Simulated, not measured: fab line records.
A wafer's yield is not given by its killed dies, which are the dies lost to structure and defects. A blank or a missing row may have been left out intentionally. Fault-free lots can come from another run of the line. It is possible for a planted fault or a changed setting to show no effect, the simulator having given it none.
Code-filled problem report in 8D (eight disciplines) form / flow n5_finfet / the parts of the form that need people (team, actions taken, sign-off) are left out

== 1. PROBLEM STATEMENT ==
M14_ILD_THK at N5_BEOL_M14_THK_MEAS_01 reads a mean of 614 nm on 3 wafers of 2 lots; wafers without a fault read 1129 nm with a standard deviation of 15. That puts it -34 standard deviations away from the usual mean.
The first sign was on wafer L404.5 at day 14 23:41, on film_metro-01. Wafers with a number at this step in the record: 33, from 11 lots. By rule, "out" or "out of limits" means more than 4 standard deviations away from the usual mean. The other wafers with a number count as sound.

== 2. WHAT THIS IS AND IS NOT ==
question=which readings at this step | is=M14_ILD_THK | is not=-
question=which lots | is=L404, L405 | is not=L389, L390, L393, L394, L396, L397, L408, L411, L412
question=which wafers of those lots | is=L404.5, L405.1, L405.3 | is not=L404.2, L404.6, L405.4
question=read on which gauges | is=film_metro-01 | is not=film_metro-02
question=when | is=from day 14 23:41 | is not=up to then (20 sound wafers); but 10 sound wafers of L405, L408, L411, L412 came after

== 3. THE SUSPECTS, EACH WITH WHAT RULES IT OUT ==
Counting: if a tool at a process step up to the reading ran every lot that is out, it stays a suspect. Sound lots after the first of them don't rule it out here, since some wafers of a struck lot are sound.
- the gauge at N5_BEOL_M14_THK_MEAS_01: ruled out. All the wafers that are out were read on film_metro-01, but those of them that N5_BEOL_M14_ILD_DEP_00 has rows for are out there too, on other tools.
- plasma_asher-01 at N5_BEOL_M13_STRIP_37 (strips in N2/H2): kept. Every lot that is out went through it, the first being L404 (day 14 18:26); the last sound lot it ran before that was L393 (day 12 09:33).
- pecvd-04 at N5_BEOL_M14_ILD_DEP_00 (deposits SiO2 from TEOS/O2, target thk 1119.3 nm, time 237.4 s): kept. Every lot that is out went through it, the first being L404 (day 14 23:30); the last sound lot it ran before that was L389 (day 10 13:40). Out on those wafers are its own readings of run_length_s.
Remaining after the count are plasma_asher-01 at N5_BEOL_M13_STRIP_37 and pecvd-04 at N5_BEOL_M14_ILD_DEP_00.

== 4. THE CAUSE (what the simulator had put in) ==
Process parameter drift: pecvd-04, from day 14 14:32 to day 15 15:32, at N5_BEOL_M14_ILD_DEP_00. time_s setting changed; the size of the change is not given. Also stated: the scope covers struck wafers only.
Counting left 2 suspects, and this tool is among them.

== 5. THE EFFECT CHAIN, in route order ==
Each row: a reading where the mean over the struck wafers with a number is more than 3 standard deviations away from the usual. Only readings whose record carries a usual standard deviation are examined. hours: median over the lots of the time between each lot's start at the first step of this table that gives one and its start at this step. sigmas: the change, counted in usual standard deviations.
hours=0; step=N5_BEOL_M14_ILD_DEP_00; reading=run_length_s; usual=280.1 s; on struck wafers=169.7; change=-110.4; sigmas=-99 or more
hours=0; step=N5_BEOL_M14_THK_MEAS_01; reading=M14_ILD_THK; usual=1129 nm; on struck wafers=614; change=-515; sigmas=-34
The process steps in it:
- N5_BEOL_M14_ILD_DEP_00: deposits SiO2 from TEOS/O2, target thk 1119.3 nm, time 237.4 s.

== 6. HOW IT WOULD HAVE BEEN CAUGHT EARLIER ==
Counted from the fault's start at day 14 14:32, it took 9 hours until the first out-of-limits reading at a measuring or inspecting step in this record, taken at day 14 23:41.
The tool's own readings at N5_BEOL_M14_ILD_DEP_00 were out on every struck wafer that the step has a row for (run_length_s): an alarm limit on them would have fired on the first of those.
L405, from the lots that are out (2), started N5_BEOL_M14_ILD_DEP_00 on pecvd-04 later than day 14 23:41. Putting the tool on hold at that point would have spared it.
